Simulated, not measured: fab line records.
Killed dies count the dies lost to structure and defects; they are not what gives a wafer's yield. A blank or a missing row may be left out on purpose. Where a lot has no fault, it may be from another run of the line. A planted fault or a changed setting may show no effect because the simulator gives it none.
Comparing a struck lot with a sound one || flow nand harc || 13 steps out of a route of 1159
Sound: wafers L402.1, L402.4, L402.5. Wafers L394.2, L394.3, L394.6 were the ones struck. At the end, the cause is stated.
For every step that has rows: the tool of each side, followed by ch and its chambers, followed by its first start. Under that, the readings that differ: sound wafers || struck wafers || difference of the means || sigmas: that difference in standard deviations of wafers without a fault.
alike: readings whose means differ by less than 2 such deviations, and words and numbers that are the same on both sides. not compared: withheld readings, readings that some wafer has no value for, bounds like >300 that may hide the same value, and numbers for which the record gives no deviation and whose values overlap.
The two part at a step that has a row with sigmas, a row that says differs or no value, or rows on one side only. When numbers do not overlap yet have no deviation, they are printed without sigmas and do not part them. A reading missing from all wafers of one side parts the sides only when that side holds two or more wafers.

NHARC_P_M0_INSPECT_27:
  struck on defect inspect-02, day 8 08:16; sound on defect inspect-02, day 10 13:05
  alike: raw defect count
NHARC_P_M0_PRE_CLEAN_31: time 12 s.
  sound on pecvd-02 ch 0,2, day 10 13:11; struck on pecvd-03 ch 1,2, day 8 08:20
  alike: heater power w
NHARC_P_M0_DEP_32: deposits SiCN, target thk 30 nm.
  sound on pecvd-02 ch 0,2, day 10 13:19; struck on pecvd-03 ch 1,2, day 8 08:25
  alike: heater power w
then, 8 steps without rows for these wafers: NHARC_P_M1_DEP_00 (deposits SiOC, target thk 182.5 nm); NHARC_P_M1_DEHYDRATE_01 (time 120 s); NHARC_P_M1_HMDS_02 (time 30 s); NHARC_P_M1_COAT_34 (time 65 s); NHARC_P_M1_COAT_03 (resist thk 90 nm); NHARC_P_M1_SOFTBAKE_04 (time 55 s); NHARC_P_M1_EBR_05; NHARC_P_M1_EXPOSE_06 (exposes mask P M1, target cd 130 nm).
NHARC_P_M1_PEB_07: peb time 65 s.
  struck on litho track-06, day 8 09:35; sound on litho track-01 ch 0, day 10 14:31
  no value came back on the struck wafers for chill plate temp C (C), exhaust pa (Pa), heater power total W (W); on the sound wafers chill plate temp C (C) reads 22.90 22.99 23.08
then, 1 step without rows for these wafers: NHARC_P_M1_DEVELOP_08 (develop time 35 s).

## WHERE THEY PART
NHARC_P_M1_PEB_07 only, going by this record.

WHY: what had been put in by the simulator
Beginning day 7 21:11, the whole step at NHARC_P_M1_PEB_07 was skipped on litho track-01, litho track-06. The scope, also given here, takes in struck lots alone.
